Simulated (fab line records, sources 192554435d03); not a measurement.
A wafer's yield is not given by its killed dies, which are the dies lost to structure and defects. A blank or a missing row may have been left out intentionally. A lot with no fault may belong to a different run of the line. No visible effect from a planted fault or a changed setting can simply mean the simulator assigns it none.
Comparing a struck lot with a sound one || flow n5_finfet || 14 steps out of a route of 1938
Sound: wafers L672.2, L672.3, L672.6. Wafers L685.2, L685.4, L685.6 were the ones struck. The cause is given at the end.
Per side, at each step with rows, come the tool, then ch with its chambers, and then its first start. Under that, the readings that differ: sound wafers || struck wafers || difference of the means || sigmas: that difference in standard deviations of wafers without a fault.
alike: readings whose means differ by less than 2 such deviations, and words and numbers that are the same on both sides. not compared: withheld readings, readings that some wafer has no value for, bounds like >300 that may hide the same value, and numbers for which the record gives no deviation and whose values overlap.
A row with sigmas, a row that says differs or no value, or rows on one side alone: a step with any of these is where the two part. When numbers do not overlap yet have no deviation, they are printed without sigmas and do not part them. A reading that every wafer of one side lacks parts them only if that side has two wafers or more.

first, 1 step without rows for these wafers: N5_BEOL_M8_STRIP_68 (strips in N2/H2).
N5_BEOL_M8_STRIP_67: strips in CF4.
  sound on rie_diel-01 ch 1,2, day 10 23:41; struck on rie_diel-04 ch 2,3, day 14 12:58
{"reading": "throttle_valve_pct (%)", "sound": "13.67 14.05 14.05", "struck": "13.48 13.41 13.48", "difference": -0.47, "sigmas": -2}
  alike: drypump_motor_current_A, oes_product_au, power_w, rf_vpp_V, showerhead_plenum_p_Torr
  not compared: rf_hours_counter_h
N5_BEOL_M8_HM_OPEN_17: chemistry Cl2/BCl3, target TiN, target depth 20 nm, overetch 6 nm.
  sound on rie_metal-03 ch 0,1, day 10 23:43; struck on rie_metal-03 ch 0,1, day 14 13:00
  alike: drypump_motor_current_A, oes_product_au, throttle_valve_pct
  not compared: rf_hours_counter_h
N5_BEOL_M8_STRIP_19: strips in O2.
  sound on rie_diel-04 ch 0,3, day 10 23:50; struck on rie_diel-04 ch 0,2,3, day 14 13:10
  alike: drypump_motor_current_A, oes_product_au, rf_vpp_V, showerhead_plenum_p_Torr, throttle_valve_pct
  not compared: rf_hours_counter_h
N5_BEOL_M8_CD_MEAS_18: pitch 80 nm, target cd 40 nm.
  sound on cd_sem-02 at day 10 23:55; struck on cd_sem-02 at day 14 13:14
  alike: cd_nm
then, 7 steps without rows for these wafers: N5_BEOL_M8_COAT_63 (time 60 s, resist thk 60 nm); N5_BEOL_M8_COAT_64 (time 60 s, resist thk 12 nm); N5_BEOL_M8_COAT_71 (time 60 s, resist thk 5 nm); N5_BEOL_M8_COAT_22 (resist thk 30 nm); N5_BEOL_M8_EBR_24; N5_BEOL_M8_SOFTBAKE_23 (time 60 s); N5_BEOL_M8_EXPOSE_25 (exposes mask V7, target cd 40 nm).
N5_BEOL_M8_PEB_26: peb time 60 s.
  struck on litho_track-01, day 14 13:34; sound on litho_track-04 ch 0, day 11 01:37
  no value came back on the struck wafers for chill_plate_temp_C (C), exhaust_pa (Pa); on the sound wafers chill_plate_temp_C (C) reads 23.09 22.93 23.02
then, 1 step without rows for these wafers: N5_BEOL_M8_DEVELOP_27 (develop time 30 s).

== WHERE THEY PART ==
First at N5_BEOL_M8_STRIP_67; last, within this record, at N5_BEOL_M8_PEB_26.

WHY: whatever the simulator had introduced
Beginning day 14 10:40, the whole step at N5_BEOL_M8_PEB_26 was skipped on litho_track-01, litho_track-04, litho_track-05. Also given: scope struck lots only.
